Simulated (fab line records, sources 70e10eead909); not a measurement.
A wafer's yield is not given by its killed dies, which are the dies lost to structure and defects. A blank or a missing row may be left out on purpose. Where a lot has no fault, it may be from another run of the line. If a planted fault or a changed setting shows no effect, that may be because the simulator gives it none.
Chamber matching :: flow nandHarc :: rieDiel-04 running NHARC_A_STAIRCASE_DESCUM_252: 4 sister chambers
The step chemistry O2, time 3 s. 4 wafers are shown with their chamber, then 11 later ones without.

WAFERS WITH THEIR CHAMBER
wafer: L086.3
chamber: 1
showerheadPlenumPTorr (Torr): 1.82

wafer: L086.4
chamber: 0
showerheadPlenumPTorr (Torr): 1.91

wafer: L086.6
chamber: 2
showerheadPlenumPTorr (Torr): 2.03

wafer: L092.4
chamber: 3
showerheadPlenumPTorr (Torr): 1.96

WAFERS MISSING THEIR CHAMBER
wafer: L092.5
showerheadPlenumPTorr (Torr): 2.03

wafer: L092.6
showerheadPlenumPTorr (Torr): 1.81

wafer: L094.1
showerheadPlenumPTorr (Torr): 1.90

wafer: L094.3
showerheadPlenumPTorr (Torr): 2.03

wafer: L094.4
showerheadPlenumPTorr (Torr): 1.81

wafer: L095.3
showerheadPlenumPTorr (Torr): 1.90

wafer: L095.4
showerheadPlenumPTorr (Torr): 1.96

wafer: L095.5
showerheadPlenumPTorr (Torr): 1.81

wafer: L095.1
showerheadPlenumPTorr (Torr): 2.02

wafer: L095.2
showerheadPlenumPTorr (Torr): 1.81

wafer: L095.6
showerheadPlenumPTorr (Torr): 1.90

EACH ONE'S CHAMBER
wafer: L092.5
from the rows above: 2
in truth: 2

wafer: L092.6
from the rows above: 1
in truth: 1

wafer: L094.1
from the rows above: 0
in truth: 0

wafer: L094.3
from the rows above: 2
in truth: 2

wafer: L094.4
from the rows above: 1
in truth: 1

wafer: L095.3
from the rows above: 0
in truth: 0

wafer: L095.4
from the rows above: 3
in truth: 3

wafer: L095.5
from the rows above: 1
in truth: 1

wafer: L095.1
from the rows above: 2
in truth: 2

wafer: L095.2
from the rows above: 1
in truth: 1

wafer: L095.6
from the rows above: 0
in truth: 0
Correct placement for 11 of the 11. From these rows, 0 cannot be placed. 0 placed wrongly.
How it was worked out, from the rows above alone: a wafer's distance from a chamber is the root of the sum, over the readings, of the square of ((its reading less the chamber's mean) divided by the reading's scatter). The wafer belongs to the nearest chamber; if the next one is less than 2 further off, it can't be placed. Each chamber's mean is taken over the wafers shown for it. The scatter: with one shown wafer a chamber, the root of the mean of the squares of how far each hidden wafer lies from its nearest shown one.
